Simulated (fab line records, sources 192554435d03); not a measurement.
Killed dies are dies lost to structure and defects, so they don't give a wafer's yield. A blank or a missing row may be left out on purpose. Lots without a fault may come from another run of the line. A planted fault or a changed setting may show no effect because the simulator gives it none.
Which tool did it? | flow n5_finfet | 10 lots, 26 wafers sampled, at 4 steps of a route of 1938

WHAT THE GAUGES READ, wafer by wafer
N5_BEOL_M0_SAQP_THK_MEAS_05.
lot  | measured     | on            | thk_nm (nm)
L225 | day 5 18:50  | film_metro-01 | 59.1 59.6 59.6
L227 | day 6 06:06  | film_metro-02 | 58.9 59.9 60.0
L229 | day 6 16:58  | film_metro-01 | 59.5 60.7 60.7
L231 | day 7 07:45  | film_metro-01 | 59.7 60.6 60.0
L237 | day 9 17:56  | film_metro-01 | 59.4 59.6
L238 | day 10 01:08 | film_metro-01 | 59.4 59.2
L240 | day 10 00:52 | film_metro-01 | 59.3 60.4
L241 | day 11 03:31 | film_metro-02 | 59.6 60.9
L245 | day 11 07:09 | film_metro-01 | 58.8 58.3 58.7
L242 | day 11 08:40 | film_metro-01 | 59.0 60.4 59.5

WHICH TOOL RAN EACH LOT (tool, then ch and the chambers of the sampled wafers, then the start)
lot  | N5_MOL_CONTACT_COAG_CMP_52    | N5_BEOL_M0_SAQP_PECVD_03        | N5_BEOL_M0_SAQP_PECVD_96
L225 | cmp-04 ch 0,2, day 5 12:43    | pecvd-02 ch 0,1, day 5 18:38    | pecvd-02 ch 0,1, day 5 18:40
L227 | cmp-02 ch 2,3, day 6 01:46    | pecvd-01 ch 0,1,2, day 6 05:53  | pecvd-01 ch 0,1,2, day 6 05:55
L229 | cmp-04 ch 0,2,3, day 6 12:25  | pecvd-01 ch 0,1, day 6 16:44    | pecvd-01 ch 0,1, day 6 16:46
L231 | cmp-02 ch 1,2, day 7 00:45    | pecvd-04 ch 0,1, day 7 07:32    | pecvd-04 ch 0,1, day 7 07:34
L237 | cmp-02 ch 1,2, day 9 12:18    | pecvd-01 ch 1,2, day 9 17:44    | pecvd-01 ch 1,2, day 9 17:46
L238 | cmp-02 ch 1,3, day 9 18:07    | pecvd-01 ch 1,2, day 10 00:56   | pecvd-01 ch 1,2, day 10 00:58
L240 | cmp-04 ch 0,1, day 9 19:22    | pecvd-01 ch 0, day 10 00:39     | pecvd-01 ch 0, day 10 00:41
L241 | cmp-02 ch 2,3, day 10 22:31   | pecvd-04 ch 0,2, day 11 03:19   | pecvd-04 ch 0,2, day 11 03:20
L245 | cmp-03 ch 1,2,3, day 11 01:19 | pecvd-02 ch 0,2, day 11 06:56   | pecvd-02 ch 0,2, day 11 06:58
L242 | cmp-03 ch 0,1,2, day 11 03:06 | pecvd-02 ch 0,1,2, day 11 08:28 | pecvd-02 ch 0,1,2, day 11 08:30
- N5_MOL_CONTACT_COAG_CMP_52: polishes, stops on SiO2, t overpolish 1.5 s, target thk 66.5 nm.
- N5_BEOL_M0_SAQP_PECVD_03: deposits SiCN from 3MS/NH3, target thk 12 nm, time 21.1 s.
- N5_BEOL_M0_SAQP_PECVD_96: deposits a-Si from SiH4/He, target thk 45 nm, time 45.2 s.

THE ANSWER, worked out from the rows above alone
Rule: what is usual is taken from the lots themselves. Put in order of their means at a reading, lots are off if they are a third of the lots or fewer, leave a main group of 4 or more, and stand apart from it by a gap of 3 or more times the standard deviation of the main group's means; of several such gaps the widest counts. A main group whose means are all the same, to the digits that the tables above print for the reading, isn't used. A lot without any number at a reading at which 4 lots or more have one is off too. The other lots that the step has rows for count as sound.
No lot is off at any reading shown: from this, nothing can be told.

WHAT THE SIMULATOR HAD PUT IN
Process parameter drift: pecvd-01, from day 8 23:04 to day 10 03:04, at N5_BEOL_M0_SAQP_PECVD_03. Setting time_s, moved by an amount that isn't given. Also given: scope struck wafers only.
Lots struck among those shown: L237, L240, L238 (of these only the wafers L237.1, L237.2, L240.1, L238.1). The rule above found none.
